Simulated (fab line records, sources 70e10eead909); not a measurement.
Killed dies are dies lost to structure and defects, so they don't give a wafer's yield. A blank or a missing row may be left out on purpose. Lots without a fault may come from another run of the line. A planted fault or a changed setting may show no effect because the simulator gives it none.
fab line records | flow nand_harc
record lots=24 wafers=72 last_day=24
route steps=1159 shown P_M2@348 A_SOURCE_PLATE@416 A_ONON_D1@431 A_STAIRCASE@614
lots that met no fault: from a run of the same line without faults
start_h: hours from the record's first day to the start of the lot's first wafer shown | wait_h: hours since the lot's step before | " the same as in the row above | L1.1+2: a row that stands for several wafers | - no value, or no start given | * or withheld: withheld | < > ~ a bound
route shown NAME@n: a module of which the file shows steps, and the number in the route of the first | usual: mean/standard deviation of fault-free wafers | same: alike in all rows | chamber/n: place in a boat | sites: the reading at each site | _std_site: their standard deviation | _edge_site: outer sites' mean less inner sites' | radius_mm: how far each site lies from the wafer's centre | mask NAME#n: copy n | behind: the tool/chamber that last shaped the wafer | hold: why the lot was held/for how many hours/how that ended | device: the transistor (n, p or np) that didn't switch | end of line: the same wafers' tests at the end of the route | a step without rows: its recipe alone | killed: dies lost to structure and defects at the first sort, not the wafer's yield | map: a wafer's dies, x killed, . not, _ none there
set.NAME: the setting as run; set.NAME@STEP: as run at that earlier step | model.NAME: the simulator's own value behind a step, which no gauge read
steps of the route over a sample of lots; a table a step, a row a wafer
services: from which hour (start_h, from the record's first day; less than 0 if before it) a tool's chamber was out of use, for how many hours, and why
## steps
# step NHARC_P_M2_INSPECT_27
# usual raw_defect_count=356/150
# columns lot.wafer tool chamber start_h wait_h raw_defect_count
L074.2 defect_inspect-02 - 118.07 0.0 643
L074.4 " - " " 285
L074.6 " - " " 309
L075.1 defect_inspect-02 - 140.39 0.0 212
L075.3 " - " " 227
L075.6 " - " " 389
L076.1 defect_inspect-01 - 140.74 0.0 282
L076.2 " - " " 322
L076.6 " - " " 215
L077.2 defect_inspect-01 - 151.20 0.0 428
L077.4 " - " " 473
L077.5 " - " " 336
L078.1 defect_inspect-02 - 155.07 0.0 335
L078.5 " - " " 496
L078.6 " - " " 696
L079.1 defect_inspect-01 - 155.53 0.0 539
L079.4 " - " " 399
L079.6 " - " " 860
L080.1 defect_inspect-01 - 160.43 0.0 612
L080.2 " - " " 529
L080.4 " - " " 554
L081.2 defect_inspect-01 - 169.53 0.0 349
L081.4 " - " " 578
L081.6 " - " " 246
L082.4 defect_inspect-01 - 170.59 0.0 510
L082.5 " - " " 399
L082.6 " - " " 508
L083.2 defect_inspect-01 - 179.76 0.0 282
L083.5 " - " " 307
L083.6 " - " " 263
L084.2 defect_inspect-01 - 185.36 0.0 483
L084.3 " - " " 477
L084.5 " - " " 400
L087.1 defect_inspect-01 - 201.09 0.0 218
L087.5 " - " " 180
L087.6 " - " " 240
L086.1 defect_inspect-02 - 201.87 0.0 203
L086.2 " - " " 144
L086.5 " - " " 266
L085.2 defect_inspect-01 - 202.17 0.0 642
L085.3 " - " " 447
L085.5 " - " " 292
L089.2 defect_inspect-01 - 218.60 0.0 115
L089.5 " - " " 266
L089.6 " - " " 135
L091.2 defect_inspect-02 - 220.32 0.0 301
L091.4 " - " " 313
L091.6 " - " " 229
L088.1 defect_inspect-01 - 220.41 0.0 370
L088.3 " - " " 278
L088.6 " - " " 272
L090.2 defect_inspect-02 - 225.61 0.0 178
L090.4 " - " " 363
L090.5 " - " " 247
L092.2 defect_inspect-01 - 231.42 0.0 332
L092.4 " - " " 192
L092.6 " - " " 288
L094.2 defect_inspect-01 - 250.62 0.0 478
L094.5 " - " " 387
L094.6 " - " " 401
L093.1 defect_inspect-02 - 250.68 0.0 261
L093.2 " - " " 290
L093.6 " - " " 190
L095.1 defect_inspect-01 - 252.70 0.0 223
L095.3 " - " " 500
L095.6 " - " " 212
L096.1 defect_inspect-01 - 256.65 0.0 418
L096.4 " - " " 785
L096.5 " - " " 489
L097.3 defect_inspect-02 - 257.67 0.0 339
L097.4 " - " " 212
L097.6 " - " " 154
# step NHARC_A_SOURCE_PLATE_THK_MEAS_09
# recipe thk_meas_gauge=ellipsometry
# usual thk_nm=9.8/0.92
# columns lot.wafer tool chamber start_h wait_h thk_nm
L074.2 film_metro-02 - 133.23 0.4 10.4
L074.4 " - " " 10.8
L074.6 " - " " 9.9
L075.1 film_metro-01 - 155.19 0.4 8.7
L075.3 " - " " 9.8
L075.6 " - " " 9.7
L076.1 film_metro-02 - 155.19 0.4 8.4
L076.2 " - " " 9.1
L076.6 " - " " 11.9
L077.2 film_metro-02 - 165.96 0.4 8.7
L077.4 " - " " 11.0
L077.5 " - " " 9.5
L078.1 film_metro-02 - 169.94 0.4 10.8
L078.5 " - " " 10.1
L078.6 " - " " 8.1
L079.1 film_metro-01 - 169.94 0.4 10.0
L079.4 " - " " 8.7
L079.6 " - " " 11.2
L080.1 film_metro-01 - 178.18 0.4 9.3
L080.2 " - " " 9.2
L080.4 " - " " 11.4
L081.2 film_metro-02 - 184.40 0.4 10.7
L081.4 " - " " 8.1
L081.6 " - " " 9.1
L082.4 film_metro-01 - 184.40 0.4 8.2
L082.5 " - " " 9.5
L082.6 " - " " 10.3
L083.2 film_metro-02 - 195.37 0.4 9.7
L083.5 " - " " 10.5
L083.6 " - " " 9.4
L084.2 film_metro-02 - 199.98 0.4 10.5
L084.3 " - " " 9.6
L084.5 " - " " 9.9
L087.1 film_metro-02 - 216.75 0.4 10.9
L087.5 " - " " 10.4
L087.6 " - " " 10.7
L085.2 film_metro-01 - 216.75 0.4 10.3
L085.3 " - " " 11.6
L085.5 " - " " 10.8
L086.1 film_metro-02 - 216.76 0.4 10.6
L086.2 " - " " 10.0
L086.5 " - " " 8.5
L088.1 film_metro-01 - 233.71 0.4 9.4
L088.3 " - " " 10.6
L088.6 " - " " 10.6
L089.2 film_metro-02 - 233.71 0.4 8.8
L089.5 " - " " 10.3
L089.6 " - " " 8.8
L091.2 film_metro-01 - 233.72 0.4 10.2
L091.4 " - " " 9.8
L091.6 " - " " 11.4
L090.2 film_metro-01 - 240.33 0.4 9.2
L090.4 " - " " 11.2
L090.5 " - " " 9.3
L092.2 film_metro-02 - 246.27 0.4 9.8
L092.4 " - " " 11.2
L092.6 " - " " 9.0
L093.1 film_metro-02 - 265.54 0.4 10.5
L093.2 " - " " 9.4
L093.6 " - " " 8.7
L094.2 film_metro-01 - 265.54 0.4 9.6
L094.5 " - " " 9.0
L094.6 " - " " 11.0
L095.1 film_metro-02 - 265.54 0.4 10.8
L095.3 " - " " 9.9
L095.6 " - " " 11.7
L096.1 film_metro-02 - 271.39 0.4 9.5
L096.4 " - " " 9.2
L096.5 " - " " 10.7
L097.3 film_metro-01 - 271.39 0.4 8.3
L097.4 " - " " 10.5
L097.6 " - " " 10.1
# step NHARC_A_ONON_D1_THK_MEAS_11
# recipe thk_meas_gauge=ellipsometry
# usual thk_nm=1000/12
# columns lot.wafer tool chamber start_h wait_h thk_nm
L074.2 film_metro-01 - 148.72 - 977
L074.4 " - " " 975
L074.6 " - " " 976
L075.1 film_metro-01 - 171.37 - 1007
L075.3 " - " " 1008
L075.6 " - " " 1008
L076.1 film_metro-01 - 171.39 - 1009
L076.2 " - " " 1009
L076.6 " - " " 1009
L078.1 film_metro-02 - 183.11 - 1001
L078.5 " - " " 999
L078.6 " - " " 1002
L077.2 film_metro-02 - 183.38 - 997
L077.4 " - " " 1001
L077.5 " - " " 1000
L079.1 film_metro-02 - 183.46 - 991
L079.4 " - " " 991
L079.6 " - " " 990
L080.1 film_metro-01 - 194.08 - 993
L080.2 " - " " 995
L080.4 " - " " 995
L082.4 film_metro-01 - 201.25 - 990
L082.5 " - " " 992
L082.6 " - " " 990
L081.2 film_metro-02 - 201.28 - 1019
L081.4 " - " " 1021
L081.6 " - " " 1018
L083.2 film_metro-02 - 210.75 - 997
L083.5 " - " " 998
L083.6 " - " " 999
L084.2 film_metro-02 - 215.38 - 1013
L084.3 " - " " 1011
L084.5 " - " " 1011
L087.1 film_metro-01 - 231.94 - 988
L087.5 " - " " 988
L087.6 " - " " 988
L085.2 film_metro-02 - 231.99 - 1028
L085.3 " - " " 1024
L085.5 " - " " 1026
L086.1 film_metro-01 - 231.99 - 1006
L086.2 " - " " 1006
L086.5 " - " " 1007
L088.1 film_metro-02 - 249.86 - 1001
L088.3 " - " " 999
L088.6 " - " " 1001
L089.2 film_metro-02 - 250.03 - 989
L089.5 " - " " 987
L089.6 " - " " 987
L091.2 film_metro-01 - 250.22 - 1004
L091.4 " - " " 1005
L091.6 " - " " 1003
L090.2 film_metro-02 - 255.85 - 991
L090.4 " - " " 988
L090.5 " - " " 990
L092.2 film_metro-01 - 263.14 - 991
L092.4 " - " " 990
L092.6 " - " " 990
L093.1 film_metro-02 - 281.57 - 1018
L093.2 " - " " 1019
L093.6 " - " " 1017
L095.1 film_metro-01 - 281.58 - 992
L095.3 " - " " 992
L095.6 " - " " 992
L094.2 film_metro-02 - 281.61 - 989
L094.5 " - " " 991
L094.6 " - " " 989
L096.1 film_metro-02 - 286.55 - 1014
L096.4 " - " " 1014
L096.5 " - " " 1015
L097.3 film_metro-02 - 286.56 - 992
L097.4 " - " " 992
L097.6 " - " " 990
# step NHARC_A_STAIRCASE_TRIM_220
# recipe time_s=211.2 o2_flow_sccm=500 ar_flow_sccm=0 bias_w=0 chemistry=O2
# usual chamber_pressure_mTorr=60.01/0.066 drypump_motor_current_A=5.6/0.39 oes_product_au=0.995/0.012 rf_vpp_V=57.8/0.87 showerhead_plenum_p_Torr=3.59/0.14 throttle_valve_pct=17.037/0.0098
# columns lot.wafer tool chamber start_h wait_h chamber_pressure_mTorr drypump_motor_current_A oes_product_au rf_hours_counter_h rf_vpp_V showerhead_plenum_p_Torr throttle_valve_pct
L074.4 rie_diel-06 3 232.02 0.3 59.96 4.9 0.992 56 57.8 3.69 17.035
L074.2 " 1 " " 60.14 5.6 0.992 63 57.3 3.45 17.033
L074.6 " 3 " " 59.98 4.9 0.999 - 56.7 3.69 17.048
L075.1 rie_diel-06 1 254.46 0.1 60.02 5.7 0.974 1 56.5 3.45 17.031
L075.3 " 3 " " 59.96 4.8 0.983 1 57.0 3.69 17.045
L075.6 " 3 " " 59.96 4.8 0.984 - 58.4 3.69 17.033
L076.1 rie_diel-13 3 255.06 0.2 60.01 5.5 1.007 53 57.6 3.30 17.033
L076.2 " 1 " " 60.00 6.1 1.005 56 58.4 3.53 17.028
L076.6 " 3 " " 60.04 5.5 1.000 - 58.3 3.30 17.056
L079.4 rie_diel-13 1 266.03 0.1 60.07 6.1 1.003 60 55.8 3.53 17.056
L079.1 " 0 " " 59.96 5.9 1.000 61 56.5 3.28 17.008
L079.6 " 1 " " 59.97 6.1 1.003 - 59.9 3.53 17.027
L077.4 rie_diel-06 0 266.60 0.1 60.05 5.6 0.998 5 57.6 3.60 17.045
L077.2 " 1 " " 60.01 5.7 0.991 4 58.2 3.44 17.028
L077.5 " 3 " " 59.99 4.8 0.995 - 57.4 3.69 17.039
L078.1 rie_diel-07 1 271.66 0.1 59.99 5.9 0.978 12 59.7 3.57 17.057
L078.6 " 0 " " 60.01 5.3 0.999 - 58.8 3.71 17.040
L078.5 " 1 " " 60.03 5.9 0.981 - 58.3 3.57 17.059
L080.1 rie_diel-07 2 282.09 0.1 60.02 6.3 1.000 18 58.7 3.80 17.045
L080.2 " 0 " " 60.03 5.3 0.989 19 57.4 3.71 17.043
L080.4 " 1 " " 59.94 5.9 0.982 18 58.5 3.56 17.031
L082.4 rie_diel-06 1 287.09 0.1 60.12 5.7 0.977 13 58.4 3.44 17.040
L082.5 " 0 " " 59.96 5.6 0.998 - 56.8 3.60 17.053
L082.6 " 1 " " 60.12 5.7 0.984 - 57.6 3.44 17.037
L081.2 rie_diel-13 1 289.02 0.1 60.03 6.1 0.980 2 55.8 3.53 17.035
L081.4 " 3 " " 60.10 5.5 0.993 - 57.3 3.30 17.047
L081.6 " 0 " " 60.02 5.9 1.005 - 58.0 3.81 17.036
L083.2 rie_diel-06 0 297.57 0.1 59.95 5.6 1.005 16 56.8 3.60 17.035
L083.5 " 3 " " 59.96 4.8 0.990 - 58.5 3.68 17.019
L083.6 " 0 " " 60.01 5.6 1.009 - 58.6 3.60 17.048
L084.2 rie_diel-07 1 298.56 0.1 60.04 5.8 0.989 25 57.5 3.56 17.024
L084.3 " 2 " " 60.06 6.3 0.985 26 58.2 3.79 17.055
L084.5 " 1 " " 59.99 5.8 0.994 - 56.8 3.56 17.050
L087.1 rie_diel-06 2 314.89 0.1 60.00 5.5 1.003 19 58.6 3.70 17.030
L087.5 " 1 " " 60.24 5.7 0.974 - 58.4 3.44 17.038
L087.6 " 2 " " 60.01 5.5 1.004 - 58.2 3.70 17.034
L086.1 rie_diel-06 0 318.55 0.1 60.05 5.6 1.005 24 58.1 3.59 17.023
L086.2 " 2 " " 60.15 5.5 1.016 20 59.4 3.70 17.033
L086.5 " 1 " " 59.98 5.7 0.988 - 57.9 3.43 17.047
L085.2 rie_diel-13 2 323.11 0.1 60.03 5.4 0.989 10 56.4 3.47 17.032
L085.3 " 3 " " 60.04 5.5 0.995 13 56.7 3.29 17.048
L085.5 " 1 " " 60.00 6.2 0.971 - 57.6 3.52 17.043
L088.3 rie_diel-06 0 332.04 0.1 59.99 5.6 0.999 30 58.2 3.59 17.019
L088.1 " 3 " " 59.89 4.8 0.987 28 58.1 3.67 17.036
L088.6 " 1 " " 59.98 5.7 0.984 - 56.4 3.43 17.046
L089.2 rie_diel-06 0 332.80 0.3 59.90 5.6 0.999 30 58.0 3.59 17.038
L089.6 " 2 " " 59.98 5.5 1.000 - 57.3 3.69 17.054
L089.5 " 3 " " 60.00 4.8 0.989 - 57.4 3.67 17.023
L091.2 rie_diel-06 2 335.14 0.1 60.06 5.5 1.013 28 57.8 3.69 17.024
L091.4 " 1 " " 59.98 5.7 0.979 29 56.9 3.43 17.052
L091.6 " 2 " " 59.96 5.5 1.008 - 57.0 3.69 17.029
L090.4 rie_diel-13 0 340.85 0.1 60.01 5.9 1.002 22 58.3 3.80 17.038
L090.2 " 2 " " 60.04 5.4 0.999 11 57.0 3.47 17.058
L090.5 " 0 " " 60.06 5.9 0.998 - 59.2 3.80 17.045
L092.4 rie_diel-13 2 344.72 0.1 60.03 5.4 0.984 12 57.7 3.47 17.039
L092.2 " 1 " " 60.18 6.1 0.987 24 56.6 3.52 17.041
L092.6 " 2 " " 59.92 5.4 0.991 - 59.3 3.47 17.040
L094.2 rie_diel-07 0 367.54 0.1 60.06 5.3 0.995 47 58.1 3.69 17.029
L094.5 " 1 " " 59.99 5.9 1.003 - 58.0 3.55 17.038
L094.6 " 2 " " 59.95 6.3 0.994 - 58.3 3.78 17.033
L093.1 rie_diel-07 1 368.60 0.1 59.99 5.9 0.995 49 59.0 3.55 17.028
L093.2 " 2 " " 59.90 6.3 0.993 51 57.3 3.78 17.043
L093.6 " 0 " " 59.92 5.3 1.010 - 58.0 3.69 17.024
L095.1 rie_diel-07 2 368.90 0.1 59.97 6.3 0.981 51 57.8 3.78 17.039
L095.3 " 3 " " 60.03 5.8 1.015 49 58.6 3.58 17.043
L095.6 " 2 " " 59.97 6.3 0.980 - 57.8 3.78 17.037
L096.1 rie_diel-06 1 375.43 0.1 59.97 5.7 0.981 43 58.5 3.42 17.042
L096.4 " 3 " " 59.98 4.9 0.991 44 57.3 3.66 17.040
L096.5 " 0 " " 60.07 5.6 0.990 - 57.6 3.58 17.022
L097.4 rie_diel-06 2 379.25 0.1 60.04 5.5 1.005 43 57.7 3.68 17.031
L097.3 " 0 " " 59.98 5.7 0.997 46 57.7 3.58 17.026
L097.6 " 2 " " 60.00 5.5 1.008 - 57.3 3.68 17.029
# step NHARC_A_STAIRCASE_TRIM_229
# recipe time_s=211.2 o2_flow_sccm=500 ar_flow_sccm=0 bias_w=0 chemistry=O2
# usual chamber_pressure_mTorr=60.00/0.052 drypump_motor_current_A=5.6/0.38 oes_product_au=0.994/0.013 rf_vpp_V=58.1/0.91 showerhead_plenum_p_Torr=3.60/0.14 throttle_valve_pct=17.037/0.01
# columns lot.wafer tool chamber start_h wait_h chamber_pressure_mTorr drypump_motor_current_A oes_product_au rf_hours_counter_h rf_vpp_V showerhead_plenum_p_Torr throttle_valve_pct
L074.4 rie_diel-06 2 235.83 0.1 60.07 5.5 1.005 57 59.0 3.71 17.046
L074.2 " 3 " " 60.02 4.8 1.003 60 57.6 3.69 17.049
L074.6 " 2 " " 60.04 5.5 0.999 - 60.1 3.71 17.027
L075.3 rie_diel-07 2 255.73 0.1 60.05 6.3 0.987 8 58.8 3.80 17.037
L075.1 " 3 " " 60.07 5.8 1.016 9 59.5 3.60 17.036
L075.6 " 0 " " 60.02 5.3 0.994 - 57.5 3.72 17.052
L076.2 rie_diel-13 1 257.38 0.1 59.98 6.1 0.995 57 57.9 3.53 17.034
L076.1 " 3 " " 60.04 5.5 1.002 55 58.7 3.30 17.029
L076.6 " 1 " " 59.95 6.1 0.998 - 58.8 3.53 17.050
L079.4 rie_diel-07 3 267.07 0.1 59.99 5.8 1.013 12 58.8 3.60 17.022
L079.1 " 1 " " 60.05 5.8 0.983 11 57.1 3.57 17.043
L079.6 " 2 " " 60.03 6.3 0.979 - 58.3 3.80 17.049
L077.4 rie_diel-06 3 267.71 0.1 60.02 4.8 0.980 5 59.6 3.69 17.036
L077.2 " 0 " " 60.01 5.6 0.998 5 55.9 3.60 17.057
L077.5 " 3 " " 59.99 4.8 0.984 - 58.6 3.69 17.041
L078.1 rie_diel-06 2 272.72 0.1 60.02 5.5 1.016 4 59.3 3.71 17.036
L078.6 " 0 " " 59.89 5.7 1.011 - 57.6 3.60 17.044
L078.5 " 1 " " 60.04 5.7 0.995 - 56.9 3.44 17.033
L080.1 rie_diel-07 1 283.63 0.2 60.06 5.8 0.986 19 57.5 3.56 17.044
L080.2 " 2 " " 59.95 6.3 1.002 19 58.3 3.80 17.034
L080.4 " 3 " " 60.01 5.8 1.023 20 58.7 3.60 17.023
L082.4 rie_diel-06 1 288.20 0.1 59.98 5.7 0.981 14 58.1 3.44 17.058
L082.6 " 2 " " 60.06 5.5 1.019 - 56.6 3.70 17.056
L082.5 " 3 " " 60.00 4.8 0.979 - 57.3 3.68 17.023
L081.2 rie_diel-06 1 290.17 0.1 59.95 5.7 0.972 14 57.5 3.44 17.033
L081.4 " 0 " " 59.99 5.7 0.994 14 57.8 3.60 17.028
L081.6 " 1 " " 59.99 5.7 0.983 - 57.6 3.44 17.029
L083.2 rie_diel-06 3 298.57 0.1 60.01 4.8 0.995 16 59.1 3.68 17.038
L083.6 " 3 " " 59.94 4.8 0.995 - 56.3 3.68 17.024
L083.5 " 0 " " 60.07 5.6 1.013 - 57.3 3.60 17.043
L084.3 rie_diel-07 0 299.58 0.1 60.09 5.3 0.986 26 58.4 3.71 17.030
L084.2 " 2 " " 59.96 6.3 0.978 26 59.6 3.79 17.038
L084.5 " 1 " " 60.07 5.9 0.987 - 56.9 3.56 17.063
L087.1 rie_diel-06 0 315.90 0.1 59.94 5.6 1.004 23 57.8 3.59 17.028
L087.5 " 0 " " 60.06 5.7 1.011 - 59.1 3.59 17.039
L087.6 " 1 " " 59.98 5.6 0.988 - 56.0 3.44 17.035
L086.2 rie_diel-06 0 319.57 0.1 59.90 5.7 1.000 24 56.1 3.59 17.023
L086.1 " 1 " " 59.97 5.7 0.993 23 56.0 3.43 17.030
L086.5 " 0 " " 60.04 5.6 0.991 - 56.7 3.59 17.031
L085.3 rie_diel-13 3 324.12 0.1 59.89 5.5 0.988 14 58.8 3.29 17.028
L085.2 " 0 " " 59.99 5.9 0.983 14 58.9 3.80 17.041
L085.5 " 3 " " 60.04 5.5 0.984 - 58.0 3.29 17.032
L088.3 rie_diel-06 2 333.78 0.1 59.93 5.5 1.005 27 57.4 3.69 17.012
L088.1 " 0 " " 59.98 5.7 0.994 31 58.3 3.59 17.048
L088.6 " 2 " " 59.95 5.5 1.001 - 57.3 3.69 17.044
L089.2 rie_diel-07 2 334.39 0.1 59.92 6.3 0.976 37 57.7 3.79 17.029
L089.6 " 1 " " 60.09 5.9 0.971 - 59.7 3.56 17.023
L089.5 " 2 " " 59.90 6.3 0.982 - 58.3 3.79 17.025
L091.4 rie_diel-07 0 336.23 0.1 60.02 5.3 0.999 37 57.8 3.70 17.045
L091.2 " 3 " " 59.89 5.8 1.024 38 57.0 3.59 17.012
L091.6 " 0 " " 60.01 5.3 1.003 - 57.9 3.70 17.023
L090.4 rie_diel-07 3 342.14 0.1 60.07 5.8 1.024 40 57.9 3.59 17.025
L090.2 " 0 " " 60.03 5.3 0.997 38 57.9 3.70 17.042
L090.5 " 2 " " 59.99 6.3 0.980 - 57.6 3.78 17.034
L092.4 rie_diel-13 0 345.81 0.1 60.01 5.9 0.991 24 58.7 3.79 17.026
L092.2 " 2 " " 60.01 5.4 0.984 13 57.3 3.47 17.049
L092.6 " 1 " " 59.93 6.1 0.978 - 58.6 3.52 17.027
L094.2 rie_diel-13 1 368.54 0.1 60.04 6.2 0.972 33 57.8 3.51 17.033
L094.6 " 0 " " 60.05 5.9 0.980 - 58.9 3.79 17.045
L094.5 " 1 " " 60.02 6.1 0.987 - 58.5 3.51 17.035
L093.2 rie_diel-13 0 369.74 0.1 59.90 5.9 0.981 32 57.9 3.79 17.025
L093.1 " 2 " " 60.06 5.3 0.980 20 56.8 3.46 17.042
L093.6 " 3 " " 60.05 5.5 0.997 - 56.9 3.28 17.038
L095.1 rie_diel-07 1 370.02 0.1 60.01 5.9 0.998 50 57.8 3.55 17.038
L095.3 " 3 " " 59.97 5.8 1.024 50 57.1 3.58 17.042
L095.6 " 1 " " 60.07 5.9 1.006 - 58.0 3.55 17.033
L096.4 rie_diel-06 2 376.47 0.1 59.97 5.5 1.012 42 59.0 3.68 17.030
L096.1 " 3 " " 59.99 4.9 1.000 45 57.9 3.66 17.044
L096.5 " 2 " " 59.97 5.5 1.005 - 58.3 3.69 17.049
L097.3 rie_diel-06 1 380.86 0.1 60.09 5.7 0.988 46 58.3 3.42 17.017
L097.4 " 3 " " 60.00 4.8 0.993 47 57.7 3.66 17.037
L097.6 " 0 " " 59.98 5.6 1.000 - 56.8 3.58 17.031
# step NHARC_A_STAIRCASE_ALD_420
# recipe target_thk_a=200 pulse_time_s=6 ald_cycles=200 temp_c=300 material=SiO2
# usual heater_power_w=478/41 precursor_pulse_height_rel=0.997/0.02
# columns lot.wafer tool chamber start_h wait_h heater_power_w precursor_pulse_height_rel
L074.4 ald_hk-03 0 257.97 - 419 1.007
L074.2 " 2 " " 535 1.018
L074.6 " 3 " " 501 0.993
L075.1 ald_hk-02 1 278.48 - 461 0.994
L075.3 " 0 " " 436 1.005
L075.6 " 2 " " 522 1.015
L076.1 ald_hk-03 2 282.81 - 534 1.007
L076.2 " 3 " " 481 1.015
L076.6 " 2 " " 539 1.011
L077.2 ald_hk-03 2 289.21 - 550 1.043
L077.4 " 3 " " 479 0.967
L077.5 " 2 " " 532 1.067
L079.4 ald_hk-04 0 289.22 - 434 0.979
L079.1 " 2 " " 492 1.003
L079.6 " 3 " " 431 1.003
L078.1 ald_hk-03 1 293.42 - 450 0.979
L078.6 " 0 " " 410 0.954
L078.5 " 1 " " 443 0.979
L080.4 ald_hk-02 3 307.33 - 544 1.008
L080.1 " 1 " " 472 0.974
L080.2 " 2 " " 532 0.982
L082.4 ald_hk-02 0 310.71 - 426 0.959
L082.5 " 1 " " 466 0.948
L082.6 " 2 " " 547 0.980
L081.2 ald_hk-02 2 318.74 - 531 0.974
L081.4 " 3 " " 527 0.976
L081.6 " 2 " " 519 0.989
L084.3 ald_hk-02 2 324.48 - 530 0.970
L084.2 " 3 " " 540 1.010
L084.5 " 2 " " 536 0.965
L083.2 ald_hk-04 2 324.82 - 478 0.970
L083.5 " 2 " " 485 0.992
L083.6 " 3 " " 440 0.995
L087.1 ald_hk-03 3 335.72 - 472 1.019
L087.6 " 3 " " 476 0.980
L087.5 " 0 " " 457 0.990
L086.1 ald_hk-03 3 340.20 - 475 1.014
L086.2 " 1 " " 435 1.029
L086.5 " 3 " " 470 1.018
L085.2 ald_hk-02 1 343.78 - 471 0.963
L085.3 " 3 " " 529 0.977
L085.5 " 1 " " 473 1.007
L089.2 ald_hk-02 1 356.42 - 471 1.004
L089.5 " 1 " " 455 0.978
L089.6 " 2 " " 534 0.974
L088.1 ald_hk-03 1 356.55 - 428 1.034
L088.3 " 2 " " 515 1.001
L088.6 " 1 " " 438 1.009
L091.2 ald_hk-04 3 361.32 - 442 0.976
L091.4 " 0 " " 429 1.000
L091.6 " 2 " " 491 1.017
L090.2 ald_hk-03 3 367.88 - 473 1.013
L090.4 " 2 " " 521 0.982
L090.5 " 3 " " 466 1.005
L092.2 ald_hk-02 1 371.69 - 473 1.010
L092.4 " 0 " " 429 0.977
L092.6 " 1 " " 462 1.040
L094.2 ald_hk-03 2 389.27 - 520 0.963
L094.5 " 3 " " 469 0.979
L094.6 " 0 " " 450 1.017
L095.3 ald_hk-02 1 392.49 - 460 0.958
L095.1 " 3 " " 535 1.009
L095.6 " 2 " " 543 1.000
L093.1 ald_hk-03 0 392.68 - 473 0.991
L093.2 " 3 " " 478 0.980
L093.6 " 1 " " 446 0.979
L096.1 ald_hk-03 3 397.41 - 474 0.982
L096.4 " 1 " " 432 0.991
L096.5 " 2 " " 527 0.989
L097.4 ald_hk-03 2 406.23 - 530 1.003
L097.3 " 1 " " 435 1.013
L097.6 " 3 " " 479 0.989
## services
# columns tool chamber start_h hours kind
rie_diel-13 3 218.18 5.8 repair
rie_diel-06 0 220.29 - clean
rie_diel-06 1 220.29 - clean
rie_diel-06 2 220.29 - clean
rie_diel-06 3 220.29 - clean
rie_diel-07 3 222.34 4.9 repair
rie_diel-06 2 225.22 6.5 repair
rie_diel-07 - 228.74 9.0 pm
rie_diel-06 2 239.20 17.2 repair
rie_diel-06 - 241.58 9.0 pm
rie_diel-06 0 241.58 9.0 vent_cycle
rie_diel-06 1 241.58 9.0 vent_cycle
rie_diel-13 - 276.13 9.0 pm
ald_hk-02 - 280.82 10.0 pm
rie_diel-13 2 286.64 8.8 repair
rie_diel-06 1 303.21 7.4 repair
rie_diel-07 1 304.31 1.4 repair
rie_diel-06 - 323.32 2.1 repair
ald_hk-03 - 324.83 10.0 pm
rie_diel-07 - 325.65 0.8 repair
rie_diel-06 0 338.06 2.3 repair
ald_hk-04 - 367.11 10.0 pm
rie_diel-13 1 399.79 10.7 repair
rie_diel-07 - 405.74 9.0 pm
## key
fault none
